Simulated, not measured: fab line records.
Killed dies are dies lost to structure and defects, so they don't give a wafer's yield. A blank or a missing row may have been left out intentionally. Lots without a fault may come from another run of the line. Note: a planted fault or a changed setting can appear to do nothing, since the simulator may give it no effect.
Chamber matching -- flow n5-finfet -- N5_BEOL_M0_SAQP_ETCH_83 on rie-diel-03 has 4 sister chambers
The step etches SiARC in CF4, target depth 39 nm, time 65 s. 4 wafers are shown with their chamber, then 8 later ones without.

== WAFERS PAIRED WITH THEIR CHAMBERS ==
wafer,chamber,showerhead-plenum-p-Torr (Torr)
L086.3,2,2.11
L092.1,3,2.16
L092.6,1,2.21
L091.3,0,2.21

== WAFERS MISSING THEIR CHAMBER ==
wafer,showerhead-plenum-p-Torr (Torr)
L091.4,2.16
L091.6,2.21
L093.1,2.20
L093.4,2.21
L093.6,2.21
L096.1,2.21
L096.3,2.10
L096.5,2.16

== EACH ONE'S CHAMBER ==
wafer,from the rows above,in truth
L091.4,3,3
L091.6,can't be placed: 0 or 1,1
L093.1,can't be placed: 0 or 1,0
L093.4,can't be placed: 0 or 1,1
L093.6,can't be placed: 0 or 1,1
L096.1,can't be placed: 0 or 1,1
L096.3,2,2
L096.5,3,3
3 of 8 placed correctly. Not placeable from these rows: 5 (in 5, the candidates include the true chamber). Placed wrongly: 0.
How it was worked out, from the rows above alone: a wafer's distance from a chamber is the root of the sum, over the readings, of the square of ((its reading less the chamber's mean) divided by the reading's scatter). The wafer belongs to the nearest chamber; if the next one is less than 2 further off, it can't be placed. Each chamber's mean is taken over the wafers shown for it. The scatter: root of mean squared gap, hidden wafer to nearest shown wafer, with one shown wafer a chamber.
